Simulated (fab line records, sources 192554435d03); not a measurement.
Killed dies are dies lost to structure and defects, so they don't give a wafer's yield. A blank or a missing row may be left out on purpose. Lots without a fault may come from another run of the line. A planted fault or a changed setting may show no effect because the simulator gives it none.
fab line records | flow n5_finfet
record lots=11 wafers=32 last_day=17
route steps=1938 shown BEOL_M11@1551
lots that met no fault: from a run of the same line without faults
start_h: hours from the record's first day to the start of the lot's first wafer shown | wait_h: hours since the lot's step before | " the same as in the row above | L1.1+2: a row that stands for several wafers | - no value, or no start given | * or withheld: withheld | < > ~ a bound
route shown NAME@n: a module of which the file shows steps, and the number in the route of the first | usual: mean/standard deviation of fault-free wafers | same: alike in all rows | chamber/n: place in a boat | sites: the reading at each site | _std_site: their standard deviation | _edge_site: outer sites' mean less inner sites' | radius_mm: how far each site lies from the wafer's centre | mask NAME#n: copy n | behind: the tool/chamber that last shaped the wafer | hold: why the lot was held/for how many hours/how that ended | device: the transistor (n, p or np) that didn't switch | end of line: the same wafers' tests at the end of the route | a step without rows: its recipe alone | killed: dies lost to structure and defects at the first sort, not the wafer's yield | map: a wafer's dies, x killed, . not, _ none there
set.NAME: the setting as run; set.NAME@STEP: as run at that earlier step | model.NAME: the simulator's own value behind a step, which no gauge read
steps of the route over a sample of lots; a table a step, a row a wafer
services: from which hour (start_h, from the record's first day; less than 0 if before it) a tool's chamber was out of use, for how many hours, and why
## steps
# step N5_BEOL_M11_INSPECT_13
# recipe mode=adi inspect_instrument=brightfield
# usual raw_defect_count=419/98
# columns lot.wafer tool chamber start_h wait_h raw_defect_count
L237.2 defect_inspect-02 - 212.77 0.0 560
L237.3 " - " " 587
L237.5 " - " " 558
L241.1 defect_inspect-01 - 239.75 0.0 364
L241.2 " - " " 386
L241.4 " - " " 351
L243.2 defect_inspect-01 - 262.93 0.0 209
L243.3 " - " " 342
L243.4 " - " " 365
L247.2 defect_inspect-01 - 277.84 0.0 316
L247.5 " - " " 395
L247.6 " - " " 262
L248.1 defect_inspect-01 - 287.15 0.0 339
L248.4 " - " " 313
L248.5 " - " " 318
L249.2 defect_inspect-02 - 290.53 0.0 415
L249.4 " - " " 331
L249.6 " - " " 329
L251.2 defect_inspect-02 - 309.38 0.0 561
L251.4 " - " " 365
L254.3 defect_inspect-02 - 323.09 0.0 610
L254.4 " - " " 441
L254.6 " - " " 440
L256.4 defect_inspect-01 - 325.41 0.0 280
L256.5 " - " " 398
L256.6 " - " " 305
L257.2 defect_inspect-01 - 343.48 0.0 455
L257.3 " - " " 358
L257.4 " - " " 418
L260.1 defect_inspect-02 - 360.39 0.0 443
L260.3 " - " " 395
L260.5 " - " " 416
# step N5_BEOL_M11_STRIP_67
# recipe chemistry=CF4 resist=SiARC power_w=300 bias_power_w=75 pressure_mtorr=50 cf4_flow_sccm=150 rf_frequency_hz=6e+07
# usual drypump_motor_current_A=5.8/0.41 oes_product_au=0.76/0.075 power_w=299.9/0.81 rf_vpp_V=270.8/1.4 showerhead_plenum_p_Torr=1.79/0.049 throttle_valve_pct=13.67/0.26
# columns lot.wafer tool chamber start_h wait_h drypump_motor_current_A oes_product_au power_w rf_hours_counter_h rf_vpp_V showerhead_plenum_p_Torr throttle_valve_pct
L237.2 rie_diel-02 3 213.04 0.0 5.8 0.71 298.7 233 271.1 1.77 13.54
L237.3 " 2 " " 6.2 0.72 300.1 180 273.6 1.86 13.79
L237.5 " 1 " " 6.0 0.76 299.3 - 271.0 1.73 13.85
L241.1 rie_diel-04 3 240.56 0.0 5.3 0.95 298.8 9 271.2 1.76 12.90
L241.2 " 2 " " 6.2 0.72 300.1 179 270.7 1.77 13.84
L241.4 " 1 " " 5.2 0.85 300.3 56 270.2 1.82 13.51
L243.2 rie_diel-05 3 263.36 0.0 6.1 0.77 300.6 124 270.6 1.75 13.69
L243.3 " 2 " " 5.3 0.70 300.0 210 273.4 1.84 13.60
L243.4 " 0 " " 6.0 0.80 299.8 90 271.9 1.83 13.79
L247.2 rie_diel-05 0 279.28 0.0 6.0 0.80 298.4 98 272.6 1.83 13.82
L247.5 " 3 " " 6.1 0.76 300.2 - 268.4 1.75 13.71
L247.6 " 0 " " 6.0 0.79 298.9 - 271.7 1.83 13.81
L248.1 rie_diel-02 2 287.68 0.0 6.3 0.71 300.8 206 273.6 1.86 13.83
L248.4 " 2 " " 6.3 0.70 299.3 - 271.5 1.86 13.84
L248.5 " 1 " " 6.0 0.75 300.6 - 269.8 1.72 13.91
L249.2 rie_diel-05 2 290.80 0.0 5.3 0.69 300.0 224 273.4 1.84 13.62
L249.4 " 3 " " 6.1 0.75 299.1 - 268.9 1.75 13.72
L249.6 " 0 " " 6.1 0.79 299.7 - 270.6 1.83 13.81
L251.2 rie_diel-04 1 310.22 0.0 5.2 0.83 299.4 71 271.5 1.82 13.55
L251.4 " 0 " " 5.2 0.70 299.8 228 269.2 1.71 13.86
L254.3 rie_diel-05 2 323.35 0.0 5.3 0.69 300.1 235 272.7 1.83 13.64
L254.4 " 3 " " 6.1 0.74 299.9 145 269.0 1.75 13.74
L254.6 " 2 " " 5.3 0.69 298.9 - 273.5 1.83 13.64
L256.4 rie_diel-04 0 325.83 0.0 5.2 0.70 299.5 232 270.1 1.71 13.85
L256.5 " 1 " " 5.2 0.82 300.0 - 272.9 1.81 13.58
L256.6 " 2 " " 6.2 0.70 300.1 - 271.3 1.77 13.89
L257.2 rie_diel-05 3 343.85 0.0 6.1 0.74 300.1 152 270.1 1.74 13.76
L257.3 " 1 " " 6.3 0.91 298.5 15 271.5 1.85 13.22
L257.4 " 2 " " 5.3 0.69 300.5 241 272.9 1.83 13.67
L260.1 rie_diel-04 3 360.66 0.0 5.3 0.89 299.6 40 269.9 1.75 12.98
L260.3 " 0 " " 5.2 0.69 298.4 243 267.6 1.70 13.88
L260.5 " 0 " " 5.2 0.69 298.7 - 269.2 1.70 13.86
# step N5_BEOL_M11_CD_MEAS_28
# recipe target_cd_nm=70 landing_energy_ev=500 detector=se_inlens polarity=opening
# usual cd_nm=69.4/1.1
# columns lot.wafer tool chamber start_h wait_h cd_nm
L237.2 cd_sem-02 0 215.30 - 71.0
L237.3 " 0 " " 69.5
L237.5 " 0 " " 70.5
L241.1 cd_sem-03 0 241.79 - 66.7
L241.2 " 0 " " 68.2
L241.4 " 0 " " 69.9
L243.2 cd_sem-01 0 265.14 - 70.0
L243.3 " 0 " " 68.8
L243.4 " 0 " " 69.4
L247.2 cd_sem-03 0 282.65 - 70.4
L247.5 " 0 " " 70.4
L247.6 " 0 " " 71.2
L248.1 cd_sem-01 0 288.60 - 69.9
L248.4 " 0 " " 71.2
L248.5 " 0 " " 70.3
L249.2 cd_sem-03 0 291.57 - 68.7
L249.4 " 0 " " 69.6
L249.6 " 0 " " 68.5
L251.2 cd_sem-01 0 312.11 - 71.1
L251.4 " 0 " " 70.5
L254.3 cd_sem-02 0 324.51 - 69.7
L254.4 " 0 " " 70.7
L254.6 " 0 " " 69.2
L256.4 cd_sem-01 0 326.42 - 69.5
L256.5 " 0 " " 70.9
L256.6 " 0 " " 70.1
L257.2 cd_sem-02 0 345.46 - 68.1
L257.3 " 0 " " 68.7
L257.4 " 0 " " 69.7
L260.1 cd_sem-02 0 362.25 - 68.5
L260.3 " 0 " " 68.3
L260.5 " 0 " " 68.7
# step N5_BEOL_M11_VIA_ETCH_34
# recipe chemistry=C4F6/O2 target=SiCOH_lowk target_depth_a=1845 mask_material=SOC taper_deg=4 time_s=69.2 ion_energy_ev=250 pressure_mtorr=30 source_w=345 bias_w=185 Ar_flow_sccm=300 C4F6_flow_sccm=10 O2_flow_sccm=10
# usual drypump_motor_current_A=5.8/0.43 oes_product_au=0.76/0.086 rf_vpp_V=664/9.6 run_length_s=92.6/0.33 showerhead_plenum_p_Torr=2.84/0.073 throttle_valve_pct=20.97/0.26
# columns lot.wafer tool chamber start_h wait_h drypump_motor_current_A oes_product_au rf_hours_counter_h rf_vpp_V run_length_s showerhead_plenum_p_Torr throttle_valve_pct
L237.2 rie_diel-04 1 215.60 0.0 5.2 0.85 50 677 92.6 2.90 20.97
L237.3 " 0 " " 5.2 0.71 205 672 93.0 2.72 21.06
L237.5 " 3 " " 5.2 1.01 - 674 92.6 2.82 20.34
L241.1 rie_diel-05 2 242.08 0.0 5.3 0.70 205 651 92.9 2.94 20.77
L241.2 " 0 " " 6.1 0.81 85 668 92.1 2.86 21.01
L241.4 " 1 " " 6.3 0.66 243 646 93.1 2.93 20.89
L243.2 rie_diel-02 2 266.01 0.0 6.3 0.70 195 666 92.8 2.93 21.01
L243.3 " 0 " " 5.8 0.71 233 676 92.3 2.81 21.11
L243.4 " 3 " " 5.9 0.69 249 658 92.9 2.82 20.82
L247.2 rie_diel-02 2 283.05 0.0 6.3 0.70 203 665 92.3 2.92 20.99
L247.5 " 2 " " 6.3 0.70 - 666 92.5 2.92 21.01
L247.6 " 1 " " 6.0 0.74 - 666 92.1 2.74 21.31
L248.1 rie_diel-04 3 288.92 0.0 5.2 0.94 18 674 92.5 2.81 20.38
L248.4 " 1 " " 5.2 0.83 66 677 92.2 2.90 21.00
L248.5 " 0 " " 5.2 0.70 - 673 92.7 2.72 21.11
L249.2 rie_diel-05 3 292.13 0.0 6.1 0.75 135 658 93.0 2.75 20.93
L249.4 " 2 " " 5.3 0.68 - 650 92.9 2.93 20.82
L249.6 " 0 " " 6.1 0.79 - 667 91.9 2.85 21.05
L251.2 rie_diel-02 3 312.41 0.0 5.8 0.98 2 657 92.2 2.82 20.49
L251.4 " 1 " " 6.0 0.73 158 666 98.3 2.73 21.31
L254.3 rie_diel-02 0 324.82 0.0 5.8 0.70 249 673 92.5 2.80 21.15
L254.4 " 2 " " 6.3 0.69 - 665 98.4 2.92 21.02
L254.6 " 1 " " 6.0 0.73 - 667 97.7 2.73 21.33
L256.4 rie_diel-04 3 326.71 0.0 5.3 0.91 29 674 92.4 2.81 20.40
L256.5 " 2 " " 6.2 0.71 - 660 92.7 2.84 21.31
L256.6 " 1 " " 5.2 0.82 - 677 92.2 2.89 21.00
L257.2 rie_diel-05 0 345.78 0.0 6.1 0.79 121 668 91.9 2.84 21.07
L257.3 " 1 " " 6.3 0.91 16 644 93.6 2.91 20.49
L257.4 " 3 " " 6.1 0.74 152 658 93.0 2.74 20.96
L260.1 rie_diel-05 1 362.55 0.0 6.3 0.91 20 644 92.9 2.91 20.49
L260.3 " 3 " " 6.1 0.74 158 657 92.6 2.74 20.96
L260.5 " 3 " " 6.1 0.73 - 658 92.6 2.74 20.98
## services
# columns tool chamber start_h hours kind
rie_diel-04 3 189.27 - clean
rie_diel-04 3 189.27 - consumable_replace:focus_ring
rie_diel-04 3 189.27 22.4 scheduled_down
rie_diel-04 3 189.27 22.4 vent_cycle
rie_diel-02 - 189.99 2.8 pm
rie_diel-04 1 229.69 7.4 repair
rie_diel-05 3 265.18 6.2 repair
rie_diel-02 3 267.81 - clean
rie_diel-02 3 267.81 - consumable_replace:focus_ring
rie_diel-02 3 267.81 36.6 scheduled_down
rie_diel-02 3 267.81 36.6 vent_cycle
rie_diel-05 1 271.34 - clean
rie_diel-05 1 271.34 - consumable_replace:focus_ring
rie_diel-05 1 271.34 21.2 scheduled_down
rie_diel-05 1 271.34 21.2 vent_cycle
rie_diel-04 - 273.42 14.6 pm
rie_diel-02 0 279.54 8.0 repair
rie_diel-02 0 289.38 4.3 repair
rie_diel-02 0 316.61 4.1 repair
rie_diel-02 2 319.89 2.5 repair
rie_diel-02 3 323.57 29.4 repair
rie_diel-02 1 326.74 3.5 repair
rie_diel-04 0 356.87 1.3 repair
## key
first_sign step=N5_BEOL_M11_VIA_ETCH_34 reading=run_length_s direction=up sigmas=17 usual=* struck=*
effect none on later readings
met_at N5_BEOL_M11_VIA_ETCH_34
struck_lots L251,L254
struck_wafers L251.4,L254.4,L254.6
not_acting_at N5_BEOL_M11_INSPECT_13,N5_BEOL_M11_STRIP_67,N5_BEOL_M11_CD_MEAS_28
onset_between 283.05 312.41
fault kind=process_parameter_drift tool=rie_diel-02 chamber=- onset_h=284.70 steps=N5_BEOL_M11_VIA_ETCH_34 channel=time_s offset=* shape=step end_h=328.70 scope=struck_wafers_only acts_in=* stated=*
